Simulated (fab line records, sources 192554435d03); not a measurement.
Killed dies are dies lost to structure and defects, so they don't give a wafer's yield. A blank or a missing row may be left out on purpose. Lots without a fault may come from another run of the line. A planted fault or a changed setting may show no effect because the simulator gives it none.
Chamber matching | flow n5_finfet | N5_BEOL_M0_SAQP_ALD_48 on ald_sin-03: 4 sister chambers
The step deposits SiO2, target thk 20 nm, pulse time 1 s, co reactant pulse time 1 s. 22 wafers are shown with their chamber, then 11 later ones without.

WAFERS WITH THEIR CHAMBER
wafer  | chamber | heater_power_w (W) | precursor_pulse_height_rel
L076.2 | 2       | 87                 | 1.001
L076.3 | 0       | 85                 | 1.021
L076.4 | 3       | 84                 | 0.996
L078.1 | 2       | 88                 | 1.020
L078.2 | 1       | 70                 | 0.956
L078.3 | 0       | 87                 | 1.018
L082.1 | 3       | 87                 | 0.999
L082.4 | 1       | 70                 | 1.004
L082.5 | 3       | 84                 | 0.995
L083.1 | 3       | 82                 | 1.027
L083.5 | 1       | 71                 | 1.004
L083.6 | 2       | 84                 | 0.986
L087.2 | 1       | 71                 | 1.013
L087.4 | 0       | 88                 | 0.992
L087.5 | 3       | 85                 | 0.982
L088.3 | 3       | 85                 | 0.989
L088.4 | 2       | 87                 | 0.957
L088.5 | 3       | 84                 | 0.991
L089.1 | 3       | 84                 | 0.983
L089.2 | 1       | 71                 | 1.009
L089.6 | 2       | 87                 | 0.997
L090.1 | 2       | 89                 | 0.964

SIGNATURES (means of the wafers above)
reading                    | chamber 0 | chamber 1 | chamber 2 | chamber 3 | scatter within a chamber
heater_power_w             | 86.67     | 70.60     | 87.00     | 84.38     | 1.37
precursor_pulse_height_rel | 1.01033   | 0.99720   | 0.98750   | 0.99525   | 0.0196
Rule: a wafer's distance from a chamber is the root of the sum, over the readings, of the square of ((its reading less the chamber's mean) divided by the reading's scatter). The wafer belongs to the nearest chamber; if the next one is less than 2 further off, it can't be placed. The scatter: the root of (the sum of the squares of (reading less its chamber's mean) over the shown wafers, divided by (wafers less chambers)).

WAFERS WITHOUT THEIR CHAMBER
wafer  | heater_power_w (W) | precursor_pulse_height_rel
L090.4 | 83                 | 0.998
L090.5 | 71                 | 0.997
L091.3 | 86                 | 0.971
L091.4 | 70                 | 0.999
L091.5 | 89                 | 1.033
L093.3 | 87                 | 1.016
L093.4 | 85                 | 0.997
L093.6 | 85                 | 0.963
L094.1 | 70                 | 0.969
L094.4 | 87                 | 1.007
L094.5 | 84                 | 1.012

WHICH CHAMBER EACH WENT THROUGH
wafer  | from the rows above          | in truth
L090.4 | can't be placed: 3 or 0 or 2 | 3
L090.5 | 1                            | 1
L091.3 | can't be placed: 2 or 3 or 0 | 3
L091.4 | 1                            | 1
L091.5 | can't be placed: 0 or 2 or 3 | 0
L093.3 | can't be placed: 0 or 2 or 3 | 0
L093.4 | can't be placed: 3 or 0 or 2 | 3
L093.6 | can't be placed: 3 or 2 or 0 | 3
L094.1 | 1                            | 1
L094.4 | can't be placed: 0 or 2 or 3 | 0
L094.5 | can't be placed: 3 or 0 or 2 | 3
Placed correctly: 3 of 11. Can't be placed from these rows: 8 (the true chamber is among the candidates in 8). Placed wrongly: 0.
